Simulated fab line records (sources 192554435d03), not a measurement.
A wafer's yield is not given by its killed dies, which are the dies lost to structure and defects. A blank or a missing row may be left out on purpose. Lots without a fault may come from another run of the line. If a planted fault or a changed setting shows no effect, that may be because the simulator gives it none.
fab line records | flow n5-finfet
[record] lots = 13 | wafers = 39 | last-day = 17
route steps=1938 shown MOL_CONTACT_COAG@622 BEOL_M0_SAQP@636
lots that met no fault: taken from a fault-free run of the same line
start-h: hours from the record's opening day to when the first of the lot's shown wafers began | wait-h: hours from the lot's prior step to this one | " repeats the value in the row above | L1.1+2: one row covering several wafers at once | - value missing, or start not given | * or withheld: withheld | < > ~ a bound
route shown NAME@n: NAME is a module with steps in the file, n the number in the route of the first one | usual: the fault-free wafers' mean and standard deviation | same: alike in all rows | chamber/n: place in a boat | sites: readings site by site | _std_site: standard deviation across them | _edge_site: outer sites' mean less inner sites' | radius-mm: how far each site lies from the wafer's centre | mask NAME#n: copy n | behind: the most recent tool/chamber to have shaped the wafer | hold: reason for holding the lot/hours on hold/outcome of the hold | device: which transistor (n, p or np) failed to switch | end of line: the tests these same wafers got at the end of their route | step lacking rows: just its recipe | killed: the dies lost at the first sort to structure and to defects; this is not the yield of the wafer | map: shows each die of a wafer: x if killed, . if not, _ if none is there
set.NAME: the setting the step ran with; set.NAME@STEP: the setting that earlier step ran with | model.NAME: the simulator's own value behind a step, which no gauge read
a sample of lots followed through the steps of the route, with each step as a table and each wafer as a row
services: a tool's chamber out of use, with start hour (start-h, from the record's first day; less than 0 if before it), hours out, and reason
[[steps]]
[step N5_MOL_CONTACT_COAG_CD_MEAS_101]
[recipe] target-cd-nm = 16
[usual] cd-nm = 15.9/0.3
lot.wafer | tool      | chamber | start-h | wait-h | cd-nm
L186.1    | cd-sem-01 | -       | 135.71  | 0.0    | 15.9
L186.3    | "         | -       | "       | "      | 16.3
L186.6    | "         | -       | "       | "      | 16.7
L187.1    | cd-sem-01 | -       | 140.94  | 0.0    | 16.1
L187.4    | "         | -       | "       | "      | 15.7
L187.6    | "         | -       | "       | "      | 15.7
L188.1    | cd-sem-02 | -       | 148.26  | 0.0    | 15.7
L188.4    | "         | -       | "       | "      | 16.0
L188.6    | "         | -       | "       | "      | 15.9
L190.3    | cd-sem-01 | -       | 160.87  | 0.0    | 16.5
L190.5    | "         | -       | "       | "      | 16.1
L190.6    | "         | -       | "       | "      | 15.9
L191.2    | cd-sem-02 | -       | 170.41  | 0.0    | 16.3
L191.4    | "         | -       | "       | "      | 16.0
L191.6    | "         | -       | "       | "      | 15.9
L192.1    | cd-sem-02 | -       | 170.80  | 0.0    | 16.0
L192.2    | "         | -       | "       | "      | 16.1
L192.4    | "         | -       | "       | "      | 15.7
L193.2    | cd-sem-01 | -       | 178.75  | 0.0    | 16.3
L193.5    | "         | -       | "       | "      | 15.2
L193.6    | "         | -       | "       | "      | 15.7
L194.2    | cd-sem-02 | -       | 194.87  | 0.0    | 16.0
L194.3    | "         | -       | "       | "      | 16.8
L194.5    | "         | -       | "       | "      | 15.9
L195.2    | cd-sem-03 | -       | 194.93  | 0.0    | 15.6
L195.3    | "         | -       | "       | "      | 16.1
L195.6    | "         | -       | "       | "      | 15.8
L199.1    | cd-sem-01 | -       | 217.50  | 0.0    | 15.8
L199.4    | "         | -       | "       | "      | 15.3
L199.5    | "         | -       | "       | "      | 16.1
L200.2    | cd-sem-01 | -       | 225.91  | 0.0    | 15.4
L200.3    | "         | -       | "       | "      | 16.4
L200.4    | "         | -       | "       | "      | 15.7
L201.1    | cd-sem-01 | -       | 231.18  | 0.0    | 15.7
L201.3    | "         | -       | "       | "      | 16.0
L201.4    | "         | -       | "       | "      | 15.7
L203.1    | cd-sem-03 | -       | 240.29  | 0.0    | 15.9
L203.4    | "         | -       | "       | "      | 15.8
L203.5    | "         | -       | "       | "      | 16.4
[step N5_MOL_CONTACT_COAG_INSPECT_97]
[recipe] inspect-instrument = darkfield | mode = post-anneal
[usual] raw-defect-count = 47/19
lot.wafer | tool              | chamber | start-h | wait-h | raw-defect-count
L186.1    | defect-inspect-02 | -       | 141.90  | 0.0    | 68
L186.3    | "                 | -       | "       | "      | 42
L186.6    | "                 | -       | "       | "      | 48
L187.1    | defect-inspect-02 | -       | 144.91  | 0.0    | 41
L187.4    | "                 | -       | "       | "      | 50
L187.6    | "                 | -       | "       | "      | 75
L188.1    | defect-inspect-02 | -       | 152.06  | 0.0    | 98
L188.4    | "                 | -       | "       | "      | 37
L188.6    | "                 | -       | "       | "      | 70
L190.3    | defect-inspect-01 | -       | 164.70  | 0.1    | 36
L190.5    | "                 | -       | "       | "      | 57
L190.6    | "                 | -       | "       | "      | 45
L191.2    | defect-inspect-01 | -       | 174.22  | 0.0    | 22
L191.4    | "                 | -       | "       | "      | 36
L191.6    | "                 | -       | "       | "      | 44
L192.1    | defect-inspect-02 | -       | 177.20  | 0.0    | 46
L192.2    | "                 | -       | "       | "      | 61
L192.4    | "                 | -       | "       | "      | 58
L193.2    | defect-inspect-01 | -       | 182.57  | 0.0    | 55
L193.5    | "                 | -       | "       | "      | 47
L193.6    | "                 | -       | "       | "      | 21
L194.2    | defect-inspect-02 | -       | 198.69  | 0.0    | 48
L194.3    | "                 | -       | "       | "      | 16
L194.5    | "                 | -       | "       | "      | 39
L195.2    | defect-inspect-02 | -       | 201.69  | 0.0    | 20
L195.3    | "                 | -       | "       | "      | 27
L195.6    | "                 | -       | "       | "      | 30
L199.1    | defect-inspect-02 | -       | 221.31  | 0.0    | 50
L199.4    | "                 | -       | "       | "      | 84
L199.5    | "                 | -       | "       | "      | 81
L200.2    | defect-inspect-02 | -       | 229.75  | 0.0    | 104
L200.3    | "                 | -       | "       | "      | 52
L200.4    | "                 | -       | "       | "      | 79
L201.1    | defect-inspect-02 | -       | 234.98  | 0.0    | 33
L201.3    | "                 | -       | "       | "      | 29
L201.4    | "                 | -       | "       | "      | 25
L203.1    | defect-inspect-02 | -       | 244.09  | 0.0    | 50
L203.4    | "                 | -       | "       | "      | 49
L203.5    | "                 | -       | "       | "      | 59
[step N5_BEOL_M0_SAQP_PECVD_96]
[recipe] material = a-Si | target-thk-a = 450 | temp-c = 350 | precursor = SiH4/He | pressure-torr = 3 | rf-w = 100 | time-s = 45.2
[usual] heater-power-w = 661/85 | showerhead-plenum-p-Torr = 5.67/0.049 | throttle-valve-pct = 18.2/0.83
lot.wafer | tool     | chamber | start-h | wait-h | heater-power-w | showerhead-plenum-p-Torr | throttle-valve-pct
L186.1    | pecvd-01 | 2       | 143.84  | 0.0    | 600            | 5.58                     | 17.5
L186.3    | "        | 0       | "       | "      | 736            | 5.66                     | 19.2
L186.6    | "        | 1       | "       | "      | 777            | 5.66                     | 19.2
L187.1    | pecvd-04 | 2       | 147.50  | 0.0    | 644            | 5.70                     | 16.9
L187.4    | "        | 2       | "       | "      | 652            | 5.70                     | 16.8
L187.6    | "        | 1       | "       | "      | 809            | 5.70                     | 17.8
L188.1    | pecvd-01 | 0       | 153.94  | 0.0    | 739            | 5.67                     | 19.3
L188.4    | "        | 1       | "       | "      | 694            | 5.66                     | 19.3
L188.6    | "        | 0       | "       | "      | 762            | 5.67                     | 19.2
L190.3    | pecvd-01 | 0       | 167.57  | 0.0    | 746            | 5.66                     | 19.3
L190.5    | "        | 1       | "       | "      | 780            | 5.67                     | 19.3
L190.6    | "        | 0       | "       | "      | 751            | 5.65                     | 19.3
L191.2    | pecvd-01 | 2       | 175.09  | 0.0    | 550            | 5.59                     | 17.4
L191.4    | "        | 2       | "       | "      | 543            | 5.60                     | 17.2
L191.6    | "        | 0       | "       | "      | 706            | 5.67                     | 19.1
L192.1    | pecvd-01 | 2       | 178.32  | 0.0    | 620            | 5.59                     | 17.3
L192.2    | "        | 0       | "       | "      | 656            | 5.67                     | 19.3
L192.4    | "        | 2       | "       | "      | 623            | 5.59                     | 17.4
L193.2    | pecvd-04 | 2       | 184.90  | 0.0    | 659            | 5.70                     | 17.1
L193.5    | "        | 1       | "       | "      | 766            | 5.69                     | 17.7
L193.6    | "        | 2       | "       | "      | 662            | 5.70                     | 16.9
L194.2    | pecvd-04 | 1       | 199.23  | 0.0    | 818            | 5.70                     | 17.9
L194.3    | "        | 0       | "       | "      | 542            | 5.65                     | 18.8
L194.5    | "        | 1       | "       | "      | 845            | 5.70                     | 17.6
L195.2    | pecvd-03 | 2       | 202.24  | 0.0    | 670            | 5.64                     | 17.7
L195.3    | "        | 0       | "       | "      | 581            | 5.75                     | 17.8
L195.6    | "        | 0       | "       | "      | 604            | 5.76                     | 18.0
L199.1    | pecvd-04 | 2       | 223.94  | 0.0    | 660            | 5.70                     | 17.1
L199.4    | "        | 0       | "       | "      | 615            | 5.65                     | 18.5
L199.5    | "        | 2       | "       | "      | 663            | 5.71                     | 16.9
L200.2    | pecvd-04 | 0       | 230.52  | 0.0    | 590            | 5.63                     | 18.7
L200.3    | "        | 0       | "       | "      | 592            | 5.63                     | 18.9
L200.4    | "        | 2       | "       | "      | 745            | 5.70                     | 17.0
L201.1    | pecvd-01 | 0       | 236.90  | 0.0    | 762            | 5.68                     | 19.5
L201.3    | "        | 2       | "       | "      | 601            | 5.59                     | 17.4
L201.4    | "        | 1       | "       | "      | 798            | 5.67                     | 19.3
L203.1    | pecvd-04 | 0       | 247.08  | 0.0    | 575            | 5.65                     | 18.7
L203.4    | "        | 2       | "       | "      | 737            | 5.69                     | 17.1
L203.5    | "        | 1       | "       | "      | 791            | 5.68                     | 17.6
[step N5_BEOL_M0_SAQP_COAT_82]
[recipe] resist = SiARC | temp-c = 220 | time-s = 60 | spin-rpm = 1500 | resist-thk-nm = 30
[usual] dispense-pressure-kPa = 52/4.8 | spin-speed-rpm = 1500.0/0.96
lot.wafer | tool           | chamber | start-h | wait-h | dispense-pressure-kPa | spin-speed-rpm
L186.1    | litho-track-05 | 0       | 144.13  | -      | 56                    | 1499.9
L186.3    | "              | 0       | "       | "      | 56                    | 1499.4
L186.6    | "              | 0       | "       | "      | 56                    | 1500.0
L187.1    | litho-track-05 | 0       | 147.81  | -      | 56                    | 1499.4
L187.4    | "              | 0       | "       | "      | 56                    | 1500.3
L187.6    | "              | 0       | "       | "      | 56                    | 1501.1
L188.1    | litho-track-02 | 0       | 154.24  | -      | 51                    | 1500.2
L188.4    | "              | 0       | "       | "      | 51                    | 1500.2
L188.6    | "              | 0       | "       | "      | 51                    | 1499.8
L190.3    | litho-track-05 | 0       | 167.86  | -      | 56                    | 1499.1
L190.5    | "              | 0       | "       | "      | 56                    | 1500.2
L190.6    | "              | 0       | "       | "      | 56                    | 1501.4
L191.2    | litho-track-04 | 0       | 175.39  | -      | 44                    | 1500.3
L191.4    | "              | 0       | "       | "      | 44                    | 1499.5
L191.6    | "              | 0       | "       | "      | 44                    | 1498.9
L192.1    | litho-track-02 | 0       | 178.62  | -      | 51                    | 1499.4
L192.2    | "              | 0       | "       | "      | 51                    | 1500.3
L192.4    | "              | 0       | "       | "      | 51                    | 1499.0
L193.2    | litho-track-04 | 0       | 185.20  | -      | 44                    | 1500.0
L193.5    | "              | 0       | "       | "      | 44                    | 1499.9
L193.6    | "              | 0       | "       | "      | 44                    | 1499.8
L194.2    | litho-track-02 | 0       | 199.53  | -      | 51                    | 1500.2
L194.3    | "              | 0       | "       | "      | 51                    | 1499.5
L194.5    | "              | 0       | "       | "      | 51                    | 1501.8
L195.2    | litho-track-05 | 0       | 202.54  | -      | 56                    | 1499.8
L195.3    | "              | 0       | "       | "      | 56                    | 1499.6
L195.6    | "              | 0       | "       | "      | 56                    | 1500.9
L199.1    | litho-track-05 | 0       | 224.23  | -      | 56                    | 1591.8
L199.4    | "              | 0       | "       | "      | 56                    | 1591.0
L199.5    | "              | 0       | "       | "      | 56                    | 1591.3
L200.2    | litho-track-04 | 0       | 230.89  | -      | 44                    | 1500.7
L200.3    | "              | 0       | "       | "      | 44                    | 1499.1
L200.4    | "              | 0       | "       | "      | 44                    | 1502.0
L201.1    | litho-track-05 | 0       | 237.20  | -      | 56                    | 1589.2
L201.3    | "              | 0       | "       | "      | 56                    | 1590.3
L201.4    | "              | 0       | "       | "      | 56                    | 1592.4
L203.1    | litho-track-04 | 0       | 247.37  | -      | 44                    | 1500.6
L203.4    | "              | 0       | "       | "      | 44                    | 1499.5
L203.5    | "              | 0       | "       | "      | 44                    | 1500.1
[[services]]
tool           | chamber | start-h | hours | kind
litho-track-02 | -       | 129.95  | -     | consumable-replace:filter
pecvd-04       | -       | 133.61  | 0.5   | repair
pecvd-01       | 0       | 150.83  | 2.1   | scheduled-down
pecvd-03       | -       | 182.57  | 0.5   | repair
pecvd-04       | -       | 197.88  | 0.6   | repair
litho-track-05 | -       | 222.53  | -     | consumable-replace:filter
pecvd-04       | 1       | 226.33  | 5.5   | scheduled-down
[[key]]
[first-sign] step = N5_BEOL_M0_SAQP_COAT_82 | reading = spin-speed-rpm | direction = up | sigmas = 95 | usual = * | struck = *
effect none on later readings
met-at N5_BEOL_M0_SAQP_COAT_82
struck-lots L199,L201
rows-end L199.1,L199.4,L199.5
not-acting-at N5_MOL_CONTACT_COAG_CD_MEAS_101,N5_MOL_CONTACT_COAG_INSPECT_97,N5_BEOL_M0_SAQP_PECVD_96
onset-between 202.54 224.23
[earlier-fault] kind = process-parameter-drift | tool = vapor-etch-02 | chamber = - | onset-h = 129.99 | steps = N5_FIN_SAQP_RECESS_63 | channel = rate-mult | offset = 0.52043 | shape = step
[fault] kind = process-parameter-drift | tool = litho-track-05 | chamber = - | onset-h = 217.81 | steps = N5_BEOL_M0_SAQP_COAT_82 | channel = spin-rpm | offset = * | shape = step | acts-in = * | stated = *
// rows-end: these wafers met a further fault down the route, and their rows from its step on are left out
